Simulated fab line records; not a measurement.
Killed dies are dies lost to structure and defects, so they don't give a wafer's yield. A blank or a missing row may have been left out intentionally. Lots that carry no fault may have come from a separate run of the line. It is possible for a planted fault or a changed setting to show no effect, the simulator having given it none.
fab line records ; flow nandHarc
record lots=5; wafers=15; lastDay=32
route steps=1302 shown P_GATE@170 END@1302
lots that met no fault: taken from a fault-free run of the same line
startH: hours from the record's first day to the start of the lot's first wafer shown ; waitH: hours from the lot's prior step to this one ; " repeats the value in the row above ; L1.1+2: one row covering several wafers at once ; - value missing, or start not given ; * or withheld: withheld ; < > ~ a bound
route shown NAME@n: names a module that has steps shown in the file, with the first one's number in the route ; usual: mean/standard deviation of fault-free wafers ; same: alike in all rows ; chamber/n: place in a boat ; sites: per-site readings ; _std_site: how widely they spread, as a standard deviation ; _edge_site: the outer-site mean with the inner-site mean subtracted ; radiusMm: for every site, how far away it sits from the centre of the wafer ; mask NAME#n: copy n ; behind: the last tool/chamber to shape the wafer ; hold: reason for holding the lot/hours on hold/outcome of the hold ; device: transistor that didn't switch, given as n, p or np ; end of line: tests run on the same wafers once the route is complete ; a step with no rows: only its recipe ; killed: not the wafer's yield, but the dies lost to structure and defects at the first sort ; map: per-die view of a wafer (x killed, . not killed, _ where there is no die)
set.NAME: the run value of the setting; set.NAME@STEP: its run value at that earlier step ; model.NAME: the simulator's own value behind a step, which no gauge read
lots seen at some steps along the route; tables by step, rows by wafer
services: from which hour (startH, from the record's first day; less than 0 if before it) a tool's chamber was out of use, for how many hours, and why
## steps
# step NHARC_P_GATE_CD_MEAS_46
# recipe targetCdNm=720; landingEnergyEv=500
# usual cdNm=719.3/1.4
lot.wafer;tool;chamber;startH;waitH;cdNm
L830.2;cdSem-03;0;116.83;-;718.1
L830.3;cdSem-03;0;116.83;-;718.9
L830.6;cdSem-03;0;116.83;-;718.0
L831.2;cdSem-02;0;128.20;-;718.8
L831.5;cdSem-02;0;128.20;-;717.1
L831.6;cdSem-02;0;128.20;-;715.3
L834.3;cdSem-01;0;158.36;-;716.6
L834.5;cdSem-01;0;158.36;-;716.8
L834.6;cdSem-01;0;158.36;-;716.2
L845.2;cdSem-02;0;272.83;-;721.6
L845.3;cdSem-02;0;272.83;-;719.3
L845.4;cdSem-02;0;272.83;-;720.7
L848.1;cdSem-02;0;303.19;-;719.3
L848.2;cdSem-02;0;303.19;-;719.2
L848.4;cdSem-02;0;303.19;-;717.7
# step NHARC_P_GATE_HARDBAKE_47
# recipe tempC=125; timeS=80
# step NHARC_P_GATE_DESCUM_48
# recipe timeS=3; o2FlowSccm=200; arFlowSccm=0; biasPowerW=0; chemistry=O2
# usual drypumpMotorCurrentA=5.6/0.34; oesProductAu=1.000/0.0069; rfVppV=57.9/0.81; showerheadPlenumPTorr=1.91/0.089; throttleValvePct=11.312/0.0089
# same biasPowerW=0
lot.wafer;tool;chamber;startH;waitH;drypumpMotorCurrentA;oesProductAu;rfHoursCounterH;rfVppV;showerheadPlenumPTorr;throttleValvePct
L830.2;rieDiel-02;0;116.99;-;5.5;1.011;4.3;57.2;1.96;11.317
L830.3;rieDiel-02;2;116.99;-;5.3;1.005;3.5;57.5;1.84;11.305
L830.6;rieDiel-02;1;116.99;-;5.4;1.006;-;57.2;1.94;11.308
L831.2;rieDiel-05;1;128.40;-;5.9;1.011;4.1;59.4;1.97;11.317
L831.6;rieDiel-05;2;128.40;-;6.0;0.999;-;57.8;1.80;11.308
L831.5;rieDiel-05;3;128.40;-;5.0;1.004;-;59.3;1.78;11.318
L834.3;rieDiel-02;0;158.51;-;5.6;0.995;5.5;56.8;1.96;11.323
L834.5;rieDiel-02;0;158.51;-;5.6;0.997;-;56.5;1.96;11.313
L834.6;rieDiel-02;1;158.51;-;5.3;0.999;-;58.2;1.94;11.317
L845.3;rieDiel-02;2;272.99;-;5.3;0.996;2.6;57.3;1.84;11.324
L845.2;rieDiel-02;3;272.99;-;6.2;0.986;2.7;57.9;2.01;11.313
L845.4;rieDiel-02;1;272.99;-;5.4;0.985;2.7;58.1;1.93;11.296
L848.2;rieDiel-05;3;303.35;-;5.0;1.002;5.6;57.9;1.78;11.310
L848.4;rieDiel-05;0;303.35;-;5.4;1.007;5.8;58.3;2.05;11.321
L848.1;rieDiel-05;1;303.35;-;5.9;1.008;5.2;58.9;1.97;11.320
# step NHARC_P_GATE_IMPLANT_49
# recipe energyKev=30; doseCm2=3e+15; tiltDeg=7
# step NHARC_P_GATE_STRIP_111
# recipe powerW=1500; tempC=110; timeS=250; chemistry=N2/H2
# usual drypumpMotorCurrentA=5.46/0.28; heaterPowerW=85/6.3
lot.wafer;tool;chamber;startH;waitH;drypumpMotorCurrentA;heaterPowerW;rfHoursCounterH
L830.2;plasmaAsher-01;0;117.40;0.2;5.37;79;26
L830.3;plasmaAsher-01;0;117.40;0.2;5.37;77;-
L830.6;plasmaAsher-01;1;117.40;0.2;5.74;90;-
L831.2;plasmaAsher-01;1;128.73;0.2;5.72;92;28
L831.6;plasmaAsher-01;1;128.73;0.2;5.73;92;-
L831.5;plasmaAsher-01;0;128.73;0.2;5.37;81;-
L834.3;plasmaAsher-01;0;158.98;0.2;5.40;79;-
L834.5;plasmaAsher-01;0;158.98;0.2;5.40;78;-
L834.6;plasmaAsher-01;1;158.98;0.2;5.71;90;-
L845.2;plasmaAsher-02;1;273.56;0.2;4.92;82;2
L845.4;plasmaAsher-02;1;273.56;0.2;4.95;85;-
L845.3;plasmaAsher-02;0;273.56;0.2;5.61;77;-
L848.2;plasmaAsher-02;1;303.81;0.2;4.95;85;9
L848.1;plasmaAsher-02;0;303.81;0.2;5.66;77;9
L848.4;plasmaAsher-02;0;303.81;0.2;5.65;79;-
# step NHARC_P_GATE_STRIP_75
# recipe powerW=1500; tempC=250; chemistry=O2
# usual drypumpMotorCurrentA=5.46/0.28; heaterPowerW=317/24
lot.wafer;tool;chamber;startH;waitH;drypumpMotorCurrentA;heaterPowerW;rfHoursCounterH
L830.2;plasmaAsher-01;0;117.66;0.2;5.35;294;26
L830.3;plasmaAsher-01;0;117.66;0.2;5.35;302;-
L830.6;plasmaAsher-01;1;117.66;0.2;5.74;336;-
L831.2;plasmaAsher-01;1;129.03;0.3;5.74;339;28
L831.6;plasmaAsher-01;1;129.03;0.3;5.71;339;-
L831.5;plasmaAsher-01;0;129.03;0.3;5.39;301;-
L834.3;plasmaAsher-01;0;159.21;0.2;5.37;303;-
L834.5;plasmaAsher-01;0;159.21;0.2;5.39;302;-
L834.6;plasmaAsher-01;1;159.21;0.2;5.76;334;-
L845.2;plasmaAsher-02;1;273.86;0.3;4.93;317;2
L845.4;plasmaAsher-02;1;273.86;0.3;4.96;312;-
L845.3;plasmaAsher-02;0;273.86;0.3;5.63;297;-
L848.2;plasmaAsher-02;1;304.11;0.2;4.96;321;9
L848.1;plasmaAsher-02;0;304.11;0.2;5.65;289;9
L848.4;plasmaAsher-02;0;304.11;0.2;5.65;289;-
# step NHARC_P_GATE_STRIP_50
# recipe timeS=900; tempC=130; chemistry=SPM
# step NHARC_P_GATE_DEHYDRATE_51
# recipe tempC=150; timeS=120
# step NHARC_P_GATE_HMDS_52
# recipe timeS=30
# step NHARC_P_GATE_COAT_53
# recipe spinRpm=3000
# step NHARC_P_GATE_SOFTBAKE_54
# recipe tempC=122; timeS=95
# step NHARC_P_GATE_EBR_55
# step NHARC_P_GATE_EXPOSE_56
# recipe na=0.6; targetCdNm=720; doseMj=14.81; maskId=P_PSD
lot.wafer;tool;chamber;startH;waitH;mask
L830.2+3+6;krfScanner-01;0;118.43;-;P_PSD#0
L831.2+5+6;krfScanner-03;0;129.81;-;P_PSD#0
L834.3+5+6;krfScanner-01;0;159.96;-;P_NSD#0
L845.2+3+4;krfScanner-01;0;274.64;-;P_PSD#0
L848.1+2+4;krfScanner-01;0;304.88;-;P_PSD#0
# step NHARC_P_GATE_PEB_57
# recipe pebTempC=118; pebTimeS=85
# step NHARC_P_GATE_DEVELOP_58
# recipe timeS=70
# step NHARC_P_GATE_CD_MEAS_59
# recipe targetCdNm=720; landingEnergyEv=500
# usual cdNm=720.2/1.2
lot.wafer;tool;chamber;startH;waitH;cdNm
L830.2;cdSem-02;0;118.58;-;719.5
L830.3;cdSem-02;0;118.58;-;721.4
L830.6;cdSem-02;0;118.58;-;719.2
L831.2;cdSem-03;0;129.96;-;721.5
L831.5;cdSem-03;0;129.96;-;722.7
L831.6;cdSem-03;0;129.96;-;722.6
L834.3;cdSem-02;0;160.11;-;-
L834.5;cdSem-02;0;160.11;-;-
L834.6;cdSem-02;0;160.11;-;-
L845.2;cdSem-02;0;274.80;-;720.5
L845.3;cdSem-02;0;274.80;-;721.5
L845.4;cdSem-02;0;274.80;-;720.9
L848.1;cdSem-02;0;305.04;-;720.1
L848.2;cdSem-02;0;305.04;-;719.8
L848.4;cdSem-02;0;305.04;-;718.5
# step NHARC_P_GATE_HARDBAKE_60
# recipe tempC=125; timeS=80
# step NHARC_END_SORT_01
# recipe tempC=25
# usual killedAtArray=44/16; killedAtOther=0.6/1.1; killedAtPeriphery=3.9/2.6; killedDies=48/16; killedOpen=3.1/1.9; killedShort=2.4/1.8
# same grossDies=677
lot.wafer;tool;chamber;startH;waitH;killedAtArray;killedAtOther;killedAtPeriphery;killedDies;killedOpen;killedShort
L834.3;prober-01;0;586.52;3.1;75;0;602;677;4;2
L834.5;prober-01;0;588.10;3.6;46;1;630;677;6;0
L834.6;prober-01;0;588.89;3.9;68;0;609;677;2;2
# killed by level:class
L834.3 P_GATE:areaExpose=599 A_CHANNEL_HOLE_D1:chamberFilmFlake=33 A_CHANNEL_HOLE_D2:chamberFilmFlake=16 A_SLIT:chamberFilmFlake=16 A_STAIRCASE:chamberFilmFlake=3 A_WL_FILL:chamberFilmFlake=2 P_CONTACT:geometricParticle:open=1 P_M0:geometricParticle:open=1
L834.5 P_GATE:areaExpose=625 A_SLIT:chamberFilmFlake=16 A_CHANNEL_HOLE_D2:chamberFilmFlake=15 A_CHANNEL_HOLE_D1:chamberFilmFlake=8 P_M0:geometricParticle:open=2 P_ZERO_WELL:chamberFilmFlake=2 P_GATE:geometricParticle:open=1 A_WL_FILL:geometricParticle:open=1
L834.6 P_GATE:areaExpose=603 A_CHANNEL_HOLE_D2:chamberFilmFlake=27 A_CHANNEL_HOLE_D1:chamberFilmFlake=19 A_SLIT:chamberFilmFlake=14 P_ZERO_WELL:chamberFilmFlake=3 P_BONDPAD:chamberFilmFlake=2 A_STAIRCASE:chamberFilmFlake=2 P_CONTACT:geometricParticle:open=1
# map L834.3 (x killed, . not)
____________x____________
_________xxxxxxx_________
_______xxxxxxxxxxx_______
______xxxxxxxxxxxxx______
_____xxxxxxxxxxxxxxx_____
____xxxxxxxxxxxxxxxxx____
____xxxxxxxxxxxxxxxxx____
___xxxxxxxxxxxxxxxxxxx___
___xxxxxxxxxxxxxxxxxxx___
__xxxxxxxxxxxxxxxxxxxxx__
__xxxxxxxxxxxxxxxxxxxxx__
_xxxxxxxxxxxxxxxxxxxxxxx_
_xxxxxxxxxxxxxxxxxxxxxxx_
_xxxxxxxxxxxxxxxxxxxxxxx_
_xxxxxxxxxxxxxxxxxxxxxxx_
_xxxxxxxxxxxxxxxxxxxxxxx_
xxxxxxxxxxxxxxxxxxxxxxxxx
xxxxxxxxxxxxxxxxxxxxxxxxx
xxxxxxxxxxxxxxxxxxxxxxxxx
xxxxxxxxxxxxxxxxxxxxxxxxx
xxxxxxxxxxxxxxxxxxxxxxxxx
_xxxxxxxxxxxxxxxxxxxxxxx_
_xxxxxxxxxxxxxxxxxxxxxxx_
_xxxxxxxxxxxxxxxxxxxxxxx_
_xxxxxxxxxxxxxxxxxxxxxxx_
_xxxxxxxxxxxxxxxxxxxxxxx_
__xxxxxxxxxxxxxxxxxxxxx__
__xxxxxxxxxxxxxxxxxxxxx__
___xxxxxxxxxxxxxxxxxxx___
___xxxxxxxxxxxxxxxxxxx___
____xxxxxxxxxxxxxxxxx____
____xxxxxxxxxxxxxxxxx____
_____xxxxxxxxxxxxxxx_____
______xxxxxxxxxxxxx______
_______xxxxxxxxxxx_______
_________xxxxxxx_________
____________x____________
# map L830.3 (x killed, . not)
____________.____________
_________......._________
_______.....x....._______
______.............______
_____..............._____
____....x............____
____.................____
___...................___
___...................___
__.....................__
__.....x...............__
_......................._
_....x..x..............._
_...xxx.x..............._
_.....x.xxx............._
_....xxxx.x............._
...xxxx.x................
.....xxxx................
....xx.x..............x.x
....x.xxx.x...........xxx
.....x.x.............xxxx
_.......x..............x_
_.......x.............x._
_.....................xx_
_......x.............xxx_
_........x.............x_
__....................x__
__.....................__
___........x..........___
___......x............___
____.................____
____......x..........____
_____.......xx......_____
______.x...........______
_______..........._______
_________......._________
____________.____________
## services
tool;chamber;startH;hours;kind
rieDiel-02;0;97.70;-;clean
rieDiel-02;1;97.70;-;clean
rieDiel-02;2;97.70;-;clean
rieDiel-02;1;99.57;4.2;repair
krfScanner-01;-;140.00;4.0;pm
plasmaAsher-02;-;140.53;22.4;repair
rieDiel-05;1;144.13;7.7;repair
rieDiel-05;3;152.22;15.7;repair
rieDiel-05;1;159.61;2.6;repair
plasmaAsher-01;-;165.04;9.0;pm
plasmaAsher-01;0;165.04;9.0;ventCycle
plasmaAsher-01;1;165.04;9.0;ventCycle
rieDiel-05;0;172.99;4.4;repair
plasmaAsher-01;0;174.04;-;clean
plasmaAsher-01;1;174.04;-;clean
rieDiel-02;-;216.70;9.0;pm
krfScanner-03;-;224.00;4.0;pm
plasmaAsher-02;-;224.12;1.3;repair
rieDiel-05;-;229.60;9.0;pm
plasmaAsher-02;-;254.39;9.0;pm
plasmaAsher-02;0;254.39;9.0;ventCycle
plasmaAsher-02;1;254.39;9.0;ventCycle
plasmaAsher-02;0;263.39;-;clean
plasmaAsher-02;1;263.39;-;clean
## key
firstSign step=NHARC_P_GATE_EXPOSE_56; reading=mask; direction=changed
effect step=NHARC_P_GATE_CD_MEAS_59; reading=cdNm; direction=missing
effect step=NHARC_END_SORT_01; reading=killedAtPeriphery; direction=up; sigmas=99+; usual=3.9; struck=613.7
moreKillsBornAt NHARC_P_GATE_EXPOSE_56@krfScanner-01=1827
metAt NHARC_P_GATE_EXPOSE_56
struckWafers L834.3,L834.5,L834.6
laterRowsLeftOut L834.3,L834.5,L834.6
testerLeftOut L834
onsetBetween 118.43 159.96
fault kind=wrongMask; tool=any; chamber=-; onsetH=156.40; steps=NHARC_P_GATE_EXPOSE_56; auxCopy=P_NSD#0; scope=struckLotsOnly
# testerLeftOut: of these lots the tester's yield and bins aren't shown, on N5 and GAA mostly nor the transistor test; their killed dies are dies lost to structure and defects alone, not to doping, threshold or leakage, so they don't give the yield
# laterRowsLeftOut: the simulator's readings of these wafers behind a module that went badly wrong aren't trusted and aren't shown, but for the sort
